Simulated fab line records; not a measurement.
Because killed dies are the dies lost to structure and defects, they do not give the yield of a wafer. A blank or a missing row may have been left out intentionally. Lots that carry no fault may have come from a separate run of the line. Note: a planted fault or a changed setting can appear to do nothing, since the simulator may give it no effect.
Chamber matching || flow nand-harc || rie-diel-12 running NHARC_A_STAIRCASE_TRIM_229: 4 sister chambers
The step chemistry O2, time 211.2 s. 18 wafers are shown with their chamber, then 9 later ones without.

## WAFERS, EACH WITH ITS CHAMBER
{"wafer": "L074.1", "chamber": 3, "showerhead-plenum-p-Torr (Torr)": 3.65, "drypump-motor-current-A (A)": 5.6, "oes-product-au (a.u.)": 1.007}
{"wafer": "L074.2", "chamber": 2, "showerhead-plenum-p-Torr (Torr)": 3.36, "drypump-motor-current-A (A)": 5.4, "oes-product-au (a.u.)": 0.999}
{"wafer": "L074.5", "chamber": 1, "showerhead-plenum-p-Torr (Torr)": 3.80, "drypump-motor-current-A (A)": 5.9, "oes-product-au (a.u.)": 0.997}
{"wafer": "L076.2", "chamber": 3, "showerhead-plenum-p-Torr (Torr)": 3.64, "drypump-motor-current-A (A)": 5.6, "oes-product-au (a.u.)": 1.011}
{"wafer": "L076.4", "chamber": 1, "showerhead-plenum-p-Torr (Torr)": 3.80, "drypump-motor-current-A (A)": 5.9, "oes-product-au (a.u.)": 0.996}
{"wafer": "L076.5", "chamber": 2, "showerhead-plenum-p-Torr (Torr)": 3.36, "drypump-motor-current-A (A)": 5.4, "oes-product-au (a.u.)": 0.981}
{"wafer": "L082.1", "chamber": 0, "showerhead-plenum-p-Torr (Torr)": 3.66, "drypump-motor-current-A (A)": 6.1, "oes-product-au (a.u.)": 0.987}
{"wafer": "L082.3", "chamber": 2, "showerhead-plenum-p-Torr (Torr)": 3.35, "drypump-motor-current-A (A)": 5.3, "oes-product-au (a.u.)": 0.994}
{"wafer": "L082.5", "chamber": 2, "showerhead-plenum-p-Torr (Torr)": 3.35, "drypump-motor-current-A (A)": 5.3, "oes-product-au (a.u.)": 0.988}
{"wafer": "L088.2", "chamber": 2, "showerhead-plenum-p-Torr (Torr)": 3.34, "drypump-motor-current-A (A)": 5.4, "oes-product-au (a.u.)": 0.991}
{"wafer": "L088.3", "chamber": 0, "showerhead-plenum-p-Torr (Torr)": 3.65, "drypump-motor-current-A (A)": 6.1, "oes-product-au (a.u.)": 0.982}
{"wafer": "L088.6", "chamber": 1, "showerhead-plenum-p-Torr (Torr)": 3.78, "drypump-motor-current-A (A)": 5.9, "oes-product-au (a.u.)": 0.990}
{"wafer": "L090.1", "chamber": 3, "showerhead-plenum-p-Torr (Torr)": 3.63, "drypump-motor-current-A (A)": 5.5, "oes-product-au (a.u.)": 0.999}
{"wafer": "L090.3", "chamber": 1, "showerhead-plenum-p-Torr (Torr)": 3.78, "drypump-motor-current-A (A)": 5.9, "oes-product-au (a.u.)": 0.982}
{"wafer": "L090.6", "chamber": 1, "showerhead-plenum-p-Torr (Torr)": 3.78, "drypump-motor-current-A (A)": 6.0, "oes-product-au (a.u.)": 0.995}
{"wafer": "L089.1", "chamber": 2, "showerhead-plenum-p-Torr (Torr)": 3.34, "drypump-motor-current-A (A)": 5.4, "oes-product-au (a.u.)": 0.986}
{"wafer": "L089.2", "chamber": 1, "showerhead-plenum-p-Torr (Torr)": 3.78, "drypump-motor-current-A (A)": 6.0, "oes-product-au (a.u.)": 0.980}
{"wafer": "L089.5", "chamber": 1, "showerhead-plenum-p-Torr (Torr)": 3.78, "drypump-motor-current-A (A)": 5.9, "oes-product-au (a.u.)": 0.980}

SIGNATURES (averages over the wafers above)
{"reading": "showerhead-plenum-p-Torr", "chamber 0": 3.6550, "chamber 1": 3.7857, "chamber 2": 3.3500, "chamber 3": 3.6400, "scatter within a chamber": 0.00934}
{"reading": "drypump-motor-current-A", "chamber 0": 6.100, "chamber 1": 5.929, "chamber 2": 5.367, "chamber 3": 5.567, "scatter within a chamber": 0.0495}
{"reading": "oes-product-au", "chamber 0": 0.98450, "chamber 1": 0.98857, "chamber 2": 0.98983, "chamber 3": 1.00567, "scatter within a chamber": 0.00679}
Rule: a wafer lies at a distance from a chamber equal to the root of the sum of squares, over the readings, of (its reading less the chamber's mean, divided by the reading's scatter). If the next closest chamber is less than 2 further off than the closest, the wafer can't be placed; otherwise it belongs to the closest. The scatter: take each reading less its chamber's mean, square it, sum over the shown wafers, divide by the number of wafers less the number of chambers, and take the root.

## WAFERS WHOSE CHAMBER IS MISSING
{"wafer": "L091.1", "showerhead-plenum-p-Torr (Torr)": 3.65, "drypump-motor-current-A (A)": 6.1, "oes-product-au (a.u.)": 0.971}
{"wafer": "L091.4", "showerhead-plenum-p-Torr (Torr)": 3.78, "drypump-motor-current-A (A)": 6.0, "oes-product-au (a.u.)": 0.980}
{"wafer": "L091.6", "showerhead-plenum-p-Torr (Torr)": 3.34, "drypump-motor-current-A (A)": 5.4, "oes-product-au (a.u.)": 0.986}
{"wafer": "L093.1", "showerhead-plenum-p-Torr (Torr)": 3.78, "drypump-motor-current-A (A)": 5.9, "oes-product-au (a.u.)": 0.981}
{"wafer": "L093.2", "showerhead-plenum-p-Torr (Torr)": 3.34, "drypump-motor-current-A (A)": 5.3, "oes-product-au (a.u.)": 0.993}
{"wafer": "L093.6", "showerhead-plenum-p-Torr (Torr)": 3.78, "drypump-motor-current-A (A)": 5.9, "oes-product-au (a.u.)": 0.987}
{"wafer": "L094.1", "showerhead-plenum-p-Torr (Torr)": 3.77, "drypump-motor-current-A (A)": 5.9, "oes-product-au (a.u.)": 0.998}
{"wafer": "L094.4", "showerhead-plenum-p-Torr (Torr)": 3.33, "drypump-motor-current-A (A)": 5.3, "oes-product-au (a.u.)": 0.991}
{"wafer": "L094.6", "showerhead-plenum-p-Torr (Torr)": 3.33, "drypump-motor-current-A (A)": 5.4, "oes-product-au (a.u.)": 0.996}

## THE CHAMBER EACH PASSED THROUGH
{"wafer": "L091.1", "from the rows above": 0, "in truth": 0}
{"wafer": "L091.4", "from the rows above": 1, "in truth": 1}
{"wafer": "L091.6", "from the rows above": 2, "in truth": 2}
{"wafer": "L093.1", "from the rows above": 1, "in truth": 1}
{"wafer": "L093.2", "from the rows above": 2, "in truth": 2}
{"wafer": "L093.6", "from the rows above": 1, "in truth": 1}
{"wafer": "L094.1", "from the rows above": 1, "in truth": 1}
{"wafer": "L094.4", "from the rows above": 2, "in truth": 2}
{"wafer": "L094.6", "from the rows above": 2, "in truth": 2}
9 of 9 placed correctly. Not placeable from these rows: 0. Wrongly placed: 0.
